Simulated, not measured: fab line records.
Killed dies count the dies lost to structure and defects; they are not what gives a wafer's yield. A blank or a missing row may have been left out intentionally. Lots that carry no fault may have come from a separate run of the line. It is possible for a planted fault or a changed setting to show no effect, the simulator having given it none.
Matching of chambers / flow nand_harc / 4 sister chambers for NHARC_A_DECK1_JOINT_ETCHBACK_00 on rie_si-01
The step etches the open film in HBr, target depth 30 nm, time 17.4 s. 4 wafers are shown with their chamber, then 7 later ones without.

== WAFERS PAIRED WITH THEIR CHAMBERS ==
wafer=L136.1; chamber=0; drypump_motor_current_A (A)=5.5
wafer=L136.2; chamber=2; drypump_motor_current_A (A)=6.5
wafer=L139.1; chamber=1; drypump_motor_current_A (A)=6.2
wafer=L139.3; chamber=3; drypump_motor_current_A (A)=5.8

== WAFERS WITHOUT THEIR CHAMBER ==
wafer=L139.4; drypump_motor_current_A (A)=6.5
wafer=L140.2; drypump_motor_current_A (A)=5.5
wafer=L140.3; drypump_motor_current_A (A)=6.2
wafer=L140.5; drypump_motor_current_A (A)=5.8
wafer=L149.1; drypump_motor_current_A (A)=6.2
wafer=L149.3; drypump_motor_current_A (A)=6.6
wafer=L149.4; drypump_motor_current_A (A)=5.5

== THE CHAMBER EACH PASSED THROUGH ==
wafer=L139.4; from the rows above=2; in truth=2
wafer=L140.2; from the rows above=0; in truth=0
wafer=L140.3; from the rows above=1; in truth=1
wafer=L140.5; from the rows above=3; in truth=3
wafer=L149.1; from the rows above=1; in truth=1
wafer=L149.3; from the rows above=2; in truth=2
wafer=L149.4; from the rows above=0; in truth=0
Correct placement for 7 of the 7. Can't be placed from these rows: 0. 0 placed wrongly.
How it was worked out, from the rows above alone: a wafer's distance from a chamber is the root of the sum, over the readings, of the square of ((its reading less the chamber's mean) divided by the reading's scatter). The wafer belongs to the nearest chamber; if the next one is less than 2 further off, it can't be placed. A chamber's mean is the mean of its shown wafers. The scatter: root of mean squared gap, hidden wafer to nearest shown wafer, with one shown wafer a chamber.
